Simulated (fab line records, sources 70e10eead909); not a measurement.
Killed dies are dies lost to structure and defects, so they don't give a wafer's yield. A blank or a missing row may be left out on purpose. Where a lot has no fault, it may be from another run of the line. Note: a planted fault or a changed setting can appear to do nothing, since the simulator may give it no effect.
Problem report in the 8D (eight disciplines) form, filled by code ; flow nand harc ; the parts of the form that need people (team, actions taken, sign-off) are left out

## 1. WHAT WENT WRONG
Wafers without a fault read 188.45 W, standard deviation 0.13; heater power total W at NHARC_A_SLIT_SOFTBAKE_04 reads a mean of 203.73 W on 6 wafers belonging to 2 lots. So: +99 or more standard deviations from the usual mean.
The step: time 55 s.
Earliest sighting: wafer L312.1 on litho track-06 at day 27 20:00. At this step, 36 wafers from 12 lots have a number in the record. Rule for "out" (also "out of limits"): further than 4 standard deviations from the usual mean. The other wafers with a number count as sound.

## 2. WHAT IT IS, AND WHAT IT ISN'T
question;is;is not
which readings at this step;heater power total W;resist line temp C
which lots;L312, L313;L294, L297, L298, L299, L300, L301, L304, L307, L310, L315
which wafers of those lots;all that have a number;-
read on which tools;litho track-06;litho track-01, litho track-04
when;from day 27 20:00;"up to then (27 sound wafers); but 3 sound wafers of L315 came after"

## 3. THE SUSPECTS, EACH WITH WHAT RULES IT OUT
Counting: a tool stays on the suspect list if, at a process step up to the reading, it processed all lots that are out and no sound lot following the first of them.
- litho track-06 at NHARC_A_SLIT_SOFTBAKE_04 (time 55 s): kept. It ran every lot that is out, first L312 (day 27 20:00), and no sound lot after that; its last sound lot up to then is L307 (day 25 13:00). On those wafers its own readings are out: heater power total W.
Left after counting: litho track-06 at NHARC_A_SLIT_SOFTBAKE_04.

## 4. THE CAUSE (what the simulator had put in)
Process parameters drifting: litho track-06 at NHARC_A_SLIT_SOFTBAKE_04, beginning at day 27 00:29. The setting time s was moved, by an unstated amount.
Only this tool survived the counting.

## 5. SEQUENCE OF EFFECTS, ordered by route
Each row: a reading where the mean over the struck wafers with a number is more than 3 standard deviations away from the usual. Only readings for which the record gives a usual standard deviation are gone through. hours: the time from each lot's start at the first step in this table that gives one to its start at this step, as a median over the lots. sigmas: the change in usual standard deviations.
hours;step;reading;usual;on struck wafers;change;sigmas
0;NHARC_A_SLIT_SOFTBAKE_04;heater power total W;188.45 W;203.73;+15.28;+99 or more
Process steps it contains:
- NHARC_A_SLIT_SOFTBAKE_04: time 55 s.
At these later measuring or inspecting steps, every struck wafer for which the step has a row has a number for every such reading, and none has moved that far: NHARC_A_SLIT_INSPECT_11.

## 6. HOW IT WOULD HAVE BEEN CAUGHT EARLIER
The fault began at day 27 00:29; the first out-of-limits reading in this record came at day 27 20:00, 20 hours later.
